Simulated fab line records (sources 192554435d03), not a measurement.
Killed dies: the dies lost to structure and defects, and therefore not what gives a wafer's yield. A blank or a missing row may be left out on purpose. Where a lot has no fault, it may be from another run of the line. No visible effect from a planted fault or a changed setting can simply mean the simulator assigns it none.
Struck lot and sound lot, side by side	flow n5Finfet	37 steps out of a route of 1938
Sound: the wafers L724.1, L724.3, L724.4. Struck: wafer L711.2. (L711.4 of the same lot was not struck and is left out.) The cause comes at the end.
Per side, at each step with rows, come the tool, then ch with its chambers, and then its first start. Under that, the readings that differ: sound wafers	struck wafers	difference of the means	sigmas: that difference in standard deviations of wafers without a fault.
alike: readings with means less than 2 such deviations apart, plus words and numbers identical on both sides. not compared: withheld readings, readings lacking a value on some wafer, bounds such as >300 that could conceal the same value, and numbers that have no deviation in the record and whose values overlap.
The two part at a step that has a row with sigmas, a row that says differs or no value, or rows on one side only. When numbers do not overlap yet have no deviation, they are printed without sigmas and do not part them. A reading missing from all wafers of one side parts the sides only when that side holds two or more wafers.

first, 10 steps without rows for these wafers: N5_BEOL_M0_SAQP_DESCUM_19 (chemistry O2, time 7.9 s); N5_BEOL_M0_SAQP_ETCH_83 (etches SiARC in CF4, target depth 39 nm, time 65 s); N5_BEOL_M0_SAQP_ETCH_84 (etches SOC in N2/H2, target depth 100 nm, overetch 20 nm, time 150 s); N5_BEOL_M0_SAQP_STRIP_80 (strips in N2/H2); N5_BEOL_M0_SAQP_HM_OPEN_112 (chemistry CHF3/O2, target SiO2, stops on a-Si, target depth 12 nm, time 13.5 s); N5_BEOL_M0_SAQP_STRIP_113 (strips in CHF3/O2); N5_BEOL_M0_SAQP_MANDREL_ETCH_20 (etches a-Si in HBr/Cl2, stops on SiNx, target depth 60 nm, bt time 10 s, time 30 s); N5_BEOL_M0_SAQP_STRIP_86 (strips in N2/H2); N5_BEOL_M0_SAQP_STRIP_115 (strips in post etch residue remover, time 60 s); N5_BEOL_M0_SAQP_SRD_93 (time 30 s).
N5_BEOL_M0_SAQP_RECESS_114: chemistry HF/NH3, target SiO2, target depth 14.4 nm, afs cycles 3, sublimation time 60 s.
  sound on vaporEtch-01 ch 0,1, day 11 04:26; struck on vaporEtch-01 ch 0, day 8 02:13
  alike: drypumpMotorCurrentA, tempC
then, 24 steps without rows for these wafers: N5_BEOL_M0_SAQP_SPACER1_ALD_98 (deposits SiO2, target thk 12.8 nm, pulse time 1 s, purge time 2 s); N5_BEOL_M0_SAQP_SPACER1_ETCHBACK_99 (etches SiO2 in CHF3/O2, target depth 15.4 nm, time 7.7 s); N5_BEOL_M0_SAQP_MANDREL1_REMOVE_100 (chemistry HBr/Cl2/O2, target a-Si, stops on SiNx, bt time 10 s); N5_BEOL_M0_SAQP_ETCH_101 (etches SiNx in CH3F/O2, target depth 29.9 nm, time 42.7 s); N5_BEOL_M0_SAQP_ETCH_102 (etches SiO2 in CF4, target depth 4 nm, time 4.4 s); N5_BEOL_M0_SAQP_MANDREL_ETCH_103 (etches a-Si in HBr/Cl2, stops on SiCN, target depth 45 nm, bt time 10 s, time 27 s); N5_BEOL_M0_SAQP_RECESS_104 (chemistry HF/NH3, target SiO2, target depth 18 nm, afs cycles 3, sublimation time 60 s); N5_BEOL_M0_SAQP_COAT_105 (time 60 s, resist thk 100 nm); N5_BEOL_M0_SAQP_ETCH_106 (etches SOC in N2/H2, stops on SiNx, target depth 150 nm); N5_BEOL_M0_SAQP_ETCH_107 (etches SiNx in CH3F/O2, target depth 30 nm); N5_BEOL_M0_SAQP_STRIP_108 (strips in N2/H2); N5_BEOL_M0_SAQP_RECESS_109 (chemistry HF/NH3, target SiO2, target depth 3 nm, afs cycles 1, sublimation time 60 s); N5_BEOL_M0_SAQP_SPACER2_ALD_26 (deposits SiO2, target thk 15 nm, pulse time 1 s, purge time 2 s); N5_BEOL_M0_SAQP_SPACER2_ETCHBACK_27 (etches SiO2 in CHF3/O2, target depth 22.5 nm, time 11.25 s); N5_BEOL_M0_SAQP_MANDREL2_REMOVE_110 (chemistry HBr/Cl2/O2, target a-Si, stops on SiCN, bt time 10 s); N5_BEOL_M0_SAQP_COAT_69 (time 60 s, resist thk 90 nm); N5_BEOL_M0_SAQP_COAT_72 (time 60 s, resist thk 15 nm); N5_BEOL_M0_SAQP_COAT_87 (time 60 s, resist thk 5 nm); N5_BEOL_M0_SAQP_COAT_34 (resist thk 30 nm); N5_BEOL_M0_SAQP_EBR_36; N5_BEOL_M0_SAQP_SOFTBAKE_35 (time 60 s); N5_BEOL_M0_SAQP_EXPOSE_37 (exposes mask M0 CUT1, target cd 30 nm); N5_BEOL_M0_SAQP_PEB_38 (peb time 60 s); N5_BEOL_M0_SAQP_DEVELOP_39 (develop time 30 s).
-- record jumps: 2 days separate the struck wafers' starts on either side; left off in module BEOL_M0_SAQP, taken up again in module BEOL_M4, whose first shown step is the route's number 1111 --
N5_BEOL_M4_RC_MEAS_101:
  sound on prober-01 ch 0, day 13 12:22; struck on prober-02 ch 0, day 10 09:22
reading	sound	struck	difference	sigmas
DIBL_N (mV/V)	35.3 40.0 37.4	32.1	-5.5	-2
DIBL_P (mV/V)	35.2 41.6 37.6	32.1	-6.0	-2
SS_P (mV/dec)	73.5 74.5 73.9	71.7	-2.3	-2
  alike: IOFF_N, IOFF_P, ION_N, ION_P, SS_N, VT_N, VT_P
-- record jumps: 4 days separate the struck wafers' starts on either side; left off in module BEOL_M4, taken up again in module PASSIVATION, whose first shown step is the route's number 1936 --
N5_PASSIVATION_PROBE_49:
  struck on prober-02, day 14 18:00; sound on prober-01, day 17 23:47
reading	sound	struck	difference	sigmas
defectLimitedYield (%)	90.3 92.9 92.2	85.0	-6.8	-5
killed_at_M0_to_M3	35 37 23	109	+77	+9
killedAtOther	1 4 5	10	+7	+2
killedDies	114 84 92	177	+80	+5
sortNPass	1066 1096 1088	1001	-82	-5
sortYieldPct (%)	90.3 92.9 92.2	84.8	-7.0	-5
  alike: killed_at_M4_up, killedAtContacts, killedAtFrontEnd, killedOpen, killedShort, sort_bin_5_function, sort_bin_6_memory, sort_bin_8_speed

WHERE THEY PART
At N5_BEOL_M4_RC_MEAS_101 first; at N5_PASSIVATION_PROBE_49 last (within this record only).

WHY: whatever the simulator had introduced
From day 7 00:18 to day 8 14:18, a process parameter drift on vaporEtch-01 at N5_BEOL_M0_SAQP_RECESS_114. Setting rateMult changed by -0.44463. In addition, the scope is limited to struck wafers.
